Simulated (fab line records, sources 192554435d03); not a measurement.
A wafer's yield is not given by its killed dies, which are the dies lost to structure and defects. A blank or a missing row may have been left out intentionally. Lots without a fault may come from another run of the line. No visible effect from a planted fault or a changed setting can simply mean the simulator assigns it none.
Chamber matching	flow n5-finfet	N5_BEOL_M0_STRIP_104 on rie-diel-05: 4 sister chambers
The step strips in N2/H2. 4 wafers are shown with their chamber, then 9 later ones without.

## EACH WAFER AND ITS CHAMBER
wafer	chamber	showerhead-plenum-p-Torr (Torr)
L080.6	3	2.37
L088.1	2	2.57
L089.2	0	2.42
L089.6	1	2.51

## WAFERS WITH NO CHAMBER GIVEN
wafer	showerhead-plenum-p-Torr (Torr)
L091.1	2.57
L091.4	2.51
L091.5	2.36
L095.2	2.57
L095.4	2.41
L095.5	2.57
L096.2	2.51
L096.3	2.56
L096.4	2.41

## CHAMBER TAKEN BY EACH
wafer	from the rows above	in truth
L091.1	2	2
L091.4	1	1
L091.5	3	3
L095.2	2	2
L095.4	0	0
L095.5	2	2
L096.2	1	1
L096.3	2	2
L096.4	0	0
Correct placement for 9 of the 9. From these rows, 0 cannot be placed. Number placed wrongly: 0.
How it was worked out, from the rows above alone: a wafer's distance from a chamber is the root of the sum, over the readings, of the square of ((its reading less the chamber's mean) divided by the reading's scatter). The wafer belongs to the nearest chamber; if the next one is less than 2 further off, it can't be placed. The mean given for a chamber averages the wafers shown for that chamber. The scatter: root of mean squared gap, hidden wafer to nearest shown wafer, with one shown wafer a chamber.
